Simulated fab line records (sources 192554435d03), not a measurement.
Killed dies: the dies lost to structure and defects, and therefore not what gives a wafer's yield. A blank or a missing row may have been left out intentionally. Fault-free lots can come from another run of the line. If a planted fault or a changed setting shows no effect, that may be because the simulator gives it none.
fab line records	flow n5-finfet
record lots=12	wafers=35	last-day=16
route steps=1938 shown BEOL_M10@1511
lots that met no fault: taken from a fault-free run of the same line
start-h: the number of hours between the record's first day and the start of the first shown wafer of the lot	wait-h: hours since the lot's step before	" identical to the entry in the row above	L1.1+2: a row that stands for several wafers	- value missing, or start not given	* or withheld: withheld	< > ~ a bound
route shown NAME@n: names a module that has steps shown in the file, with the first one's number in the route	usual: average and standard deviation across the fault-free wafers	same: alike in all rows	chamber/n: place in a boat	sites: per-site readings	_std_site: their standard deviation	_edge_site: mean of outer sites minus mean of inner sites	radius-mm: how far each site lies from the wafer's centre	mask NAME#n: copy n	behind: the most recent tool/chamber to have shaped the wafer	hold: cause of the lot's hold/its duration in hours/its outcome	device: the n, p or np transistor that did not switch	end of line: the tests these same wafers got at the end of their route	step lacking rows: just its recipe	killed: the dies lost at the first sort to structure and to defects; this is not the yield of the wafer	map: a wafer's dies, marking killed ones x, the rest . and places with no die _
set.NAME: the run value of the setting; set.NAME@STEP: its run value at that earlier step	model.NAME: the simulator's own value behind a step, which no gauge read
the route's steps for a sample of lots (tables are steps, rows are wafers)
services: the hour from which a tool's chamber was out of use, counted from the record's first day as start-h (under 0 if before that day), plus the number of hours and why
## steps
# step N5_BEOL_M10_STRIP_36
# recipe chemistry=N2/H2	power-w=450	temp-c=40	pressure-mtorr=20	rf-frequency-hz=6e+07	overash-fraction=0.3	bias-power-w=7	h2-frac=0.5	n2-flow-sccm=200	h2-flow-sccm=200
# usual drypump-motor-current-A=5.7/0.55	oes-product-au=0.82/0.072	rf-vpp-V=59.0/2.1	showerhead-plenum-p-Torr=2.55/0.082	throttle-valve-pct=23.4/0.45
lot.wafer	tool	chamber	start-h	wait-h	drypump-motor-current-A	oes-product-au	rf-hours-counter-h	rf-vpp-V	showerhead-plenum-p-Torr	throttle-valve-pct
L151.3	rie-diel-02	2	236.79	0.0	4.7	0.77	141	56.8	2.63	22.9
L151.4	"	3	"	"	6.5	0.69	230	57.4	2.51	23.6
L151.6	"	1	"	"	5.3	0.73	-	58.0	2.52	23.4
L150.1	rie-diel-02	3	237.83	0.0	6.5	0.67	231	58.4	2.51	23.6
L150.4	"	1	"	"	5.3	0.72	193	58.0	2.52	23.5
L150.5	"	3	"	"	6.5	0.67	-	59.5	2.51	23.6
L155.1	rie-diel-06	2	261.18	0.0	6.4	0.86	61	61.4	2.68	23.3
L155.2	"	1	"	"	5.5	0.91	14	56.7	2.57	22.9
L155.5	"	1	"	"	5.6	0.90	-	63.0	2.57	22.9
L157.2	rie-diel-05	3	264.09	0.0	5.7	0.87	40	60.3	2.48	24.1
L157.5	"	3	"	"	5.7	0.89	-	60.1	2.48	24.2
L157.6	"	2	"	"	6.5	0.85	-	59.1	2.68	23.7
L156.2	rie-diel-02	2	267.10	0.0	4.7	0.76	152	55.1	2.62	22.9
L156.3	"	1	"	"	5.3	0.72	203	56.5	2.52	23.5
L156.5	"	0	"	"	5.5	0.76	-	61.3	2.55	23.6
L158.1	rie-diel-02	3	281.97	0.0	6.5	0.67	245	57.7	2.51	23.6
L158.2	"	1	"	"	5.3	0.73	208	59.5	2.51	23.5
L158.3	"	0	"	"	5.5	0.76	168	61.9	2.55	23.7
L159.4	rie-diel-06	1	285.63	0.0	5.5	0.90	23	60.5	2.56	23.0
L159.5	"	2	"	"	6.4	0.88	-	61.0	2.68	23.2
L160.2	rie-diel-06	3	292.50	0.0	5.7	0.88	39	54.5	2.45	22.8
L160.3	"	2	"	"	6.4	0.87	72	57.8	2.67	23.2
L160.4	"	0	"	"	4.8	0.81	91	60.5	2.48	24.1
L163.2	rie-diel-06	3	302.77	0.0	5.7	0.88	43	58.3	2.45	22.9
L163.3	"	2	"	"	6.4	0.86	76	59.1	2.67	23.2
L163.6	"	1	"	"	5.6	0.90	-	58.6	2.56	23.0
L162.2	rie-diel-05	1	308.17	0.0	5.5	0.93	27	61.2	2.48	23.5
L162.4	"	0	"	"	5.5	0.76	151	59.3	2.45	23.8
L162.5	"	0	"	"	5.5	0.75	-	60.8	2.45	23.8
L164.1	rie-diel-05	1	318.52	0.0	5.4	0.91	31	54.7	2.47	23.4
L164.3	"	3	"	"	5.7	0.85	60	60.7	2.47	24.2
L164.4	"	2	"	"	6.4	0.82	81	61.3	2.67	23.7
L166.3	rie-diel-06	0	326.13	0.0	4.9	0.80	102	61.1	2.48	24.1
L166.4	"	3	"	"	5.7	0.86	51	58.3	2.44	22.8
L166.6	"	0	"	"	4.8	0.81	-	55.8	2.48	24.1
# step N5_BEOL_M10_CD_MEAS_35
# recipe target-cd-nm=70	polarity=opening
# usual cd-nm=70.7/0.78
lot.wafer	tool	chamber	start-h	wait-h	cd-nm
L151.3	cd-sem-02	-	237.17	0.0	71.5
L151.4	"	-	"	"	71.5
L151.6	"	-	"	"	70.3
L150.1	cd-sem-01	-	238.21	0.0	70.3
L150.4	"	-	"	"	71.3
L150.5	"	-	"	"	70.2
L155.1	cd-sem-01	-	261.56	0.0	70.5
L155.2	"	-	"	"	69.8
L155.5	"	-	"	"	69.7
L157.2	cd-sem-01	-	264.48	0.0	70.1
L157.5	"	-	"	"	69.6
L157.6	"	-	"	"	72.2
L156.2	cd-sem-03	-	267.48	0.0	70.4
L156.3	"	-	"	"	72.3
L156.5	"	-	"	"	72.3
L158.1	cd-sem-01	-	282.34	0.0	70.2
L158.2	"	-	"	"	71.7
L158.3	"	-	"	"	72.4
L159.4	cd-sem-03	-	286.11	0.0	71.4
L159.5	"	-	"	"	69.6
L160.2	cd-sem-02	-	292.87	0.0	69.4
L160.3	"	-	"	"	70.8
L160.4	"	-	"	"	70.2
L163.2	cd-sem-03	-	303.15	0.0	71.2
L163.3	"	-	"	"	70.8
L163.6	"	-	"	"	70.4
L162.2	cd-sem-02	-	308.55	0.0	71.7
L162.4	"	-	"	"	70.9
L162.5	"	-	"	"	70.2
L164.1	cd-sem-01	-	318.91	0.0	70.1
L164.3	"	-	"	"	69.8
L164.4	"	-	"	"	69.7
L166.3	cd-sem-03	-	326.51	0.0	70.6
L166.4	"	-	"	"	71.1
L166.6	"	-	"	"	69.6
# step N5_BEOL_M10_ALD_74
# recipe material=TaN	target-thk-a=20	temp-c=275	ald-precursor-family=PDMAT	ald-co-reactant=NH3	pressure-torr=3	carrier-flow-sccm=1500	pulse-time-s=2	purge-time-s=3	co-reactant-purge-time-s=2	co-reactant-pulse-time-s=3	ald-cycles=40	precursor-vessel-temp-c=75	precursor-vessel-pressure-torr=26.25	precursor-vessel-carrier-sccm=1000
# usual ald-cycles=40/0	heater-power-w=394/37
# same purge-time-s=3
lot.wafer	tool	chamber	start-h	wait-h	ald-cycles	heater-power-w
L151.3	ald-metal-02	3	238.04	0.0	40	452
L151.4	"	2	"	"	40	364
L151.6	"	2	"	"	40	376
L150.1	ald-metal-03	3	239.26	0.3	40	373
L150.4	"	0	"	"	40	420
L150.5	"	0	"	"	40	418
L155.1	ald-metal-02	3	262.08	0.0	40	451
L155.2	"	0	"	"	40	423
L155.5	"	0	"	"	40	422
L157.2	ald-metal-03	0	265.36	0.0	40	433
L157.5	"	1	"	"	40	363
L157.6	"	0	"	"	40	428
L156.2	ald-metal-02	0	268.59	0.3	40	427
L156.3	"	2	"	"	40	372
L156.5	"	3	"	"	40	454
L158.1	ald-metal-03	1	284.81	0.1	40	348
L158.2	"	0	"	"	40	441
L158.3	"	3	"	"	40	360
L159.4	ald-metal-03	2	286.75	0.0	40	393
L159.5	"	2	"	"	40	393
L160.2	ald-metal-01	2	293.67	0.1	40	412
L160.3	"	3	"	"	40	410
L160.4	"	0	"	"	40	411
L163.2	ald-metal-02	1	305.27	0.1	40	354
L163.3	"	0	"	"	40	428
L163.6	"	0	"	"	40	424
L162.2	ald-metal-02	2	309.04	0.0	40	378
L162.4	"	2	"	"	40	380
L162.5	"	1	"	"	40	356
L164.1	ald-metal-02	1	319.53	0.1	40	349
L164.3	"	0	"	"	40	440
L164.4	"	2	"	"	48	387
L166.3	ald-metal-02	2	327.27	0.0	40	380
L166.4	"	1	"	"	48	349
L166.6	"	2	"	"	40	382
# step N5_BEOL_M10_ANNEAL_51
# recipe temp-c=225	time-s=90	ambient=N2
# usual wafer_temp_C_max=226.3/0.3
lot.wafer	tool	chamber	start-h	wait-h	wafer_temp_C_max
L151.3	rtp-anneal-02	0	239.83	1.0	226.6
L151.4	"	0	"	"	226.3
L151.6	"	0	"	"	226.2
L150.1	rtp-anneal-01	0	241.11	0.1	226.8
L150.4	"	0	"	"	226.2
L150.5	"	0	"	"	226.4
L155.1	rtp-anneal-01	0	262.88	0.1	226.9
L155.2	"	0	"	"	226.4
L155.5	"	0	"	"	226.1
L157.2	rtp-anneal-01	0	266.87	0.2	226.0
L157.5	"	0	"	"	226.3
L157.6	"	0	"	"	226.5
L156.2	rtp-anneal-02	0	270.37	0.4	226.0
L156.3	"	0	"	"	225.9
L156.5	"	0	"	"	226.3
L158.1	rtp-anneal-02	0	286.52	0.2	227.0
L158.2	"	0	"	"	226.1
L158.3	"	0	"	"	226.4
L159.4	rtp-anneal-01	0	288.12	0.6	226.7
L159.5	"	0	"	"	226.5
L160.2	rtp-anneal-02	0	294.86	0.2	226.0
L160.3	"	0	"	"	226.5
L160.4	"	0	"	"	225.9
L163.2	rtp-anneal-02	0	306.14	0.1	225.9
L163.3	"	0	"	"	225.9
L163.6	"	0	"	"	226.2
L162.2	rtp-anneal-01	0	310.39	0.1	226.3
L162.4	"	0	"	"	226.2
L162.5	"	0	"	"	226.4
L164.1	rtp-anneal-01	0	321.54	1.2	226.6
L164.3	"	0	"	"	226.1
L164.4	"	0	"	"	226.1
L166.3	rtp-anneal-02	0	328.20	0.2	225.9
L166.4	"	0	"	"	226.5
L166.6	"	0	"	"	225.8
## services
tool	chamber	start-h	hours	kind
rtp-anneal-01	-	214.33	2.1	pm
rie-diel-05	1	216.85	-	clean
rie-diel-05	1	216.85	-	consumable-replace:focus-ring
ald-metal-02	0	222.95	4.6	repair
rie-diel-05	0	231.06	1.6	repair
rie-diel-06	-	236.71	0.9	repair
rie-diel-06	0	252.51	12.0	repair
rie-diel-02	3	262.99	5.7	repair
rie-diel-02	-	271.93	0.3	repair
ald-metal-03	-	287.01	2.8	pm
rie-diel-05	0	291.72	5.4	repair
ald-metal-02	3	294.30	24.3	repair
rie-diel-02	3	294.43	-	clean
rie-diel-02	3	294.43	-	consumable-replace:esc
rie-diel-02	3	294.43	-	consumable-replace:focus-ring
rie-diel-02	3	294.43	26.6	scheduled-down
rie-diel-02	3	294.43	26.6	vent-cycle
rie-diel-06	0	295.00	3.9	repair
rie-diel-06	2	319.55	5.6	repair
## key
first-sign step=N5_BEOL_M10_ALD_74	reading=ald-cycles	direction=up	sigmas=99+	usual=*	struck=*
effect none on later readings
met-at N5_BEOL_M10_ALD_74
struck-lots L164,L166
struck-wafers L164.4,L166.4
not-acting-at N5_BEOL_M10_STRIP_36,N5_BEOL_M10_CD_MEAS_35,N5_BEOL_M10_ANNEAL_51
onset-between 309.04 319.53
fault kind=process-parameter-drift	tool=ald-metal-02	chamber=-	onset-h=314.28	steps=N5_BEOL_M10_ALD_74	channel=ald-cycles	offset=*	shape=step	end-h=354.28	scope=struck-wafers-only	acts-in=*	stated=*
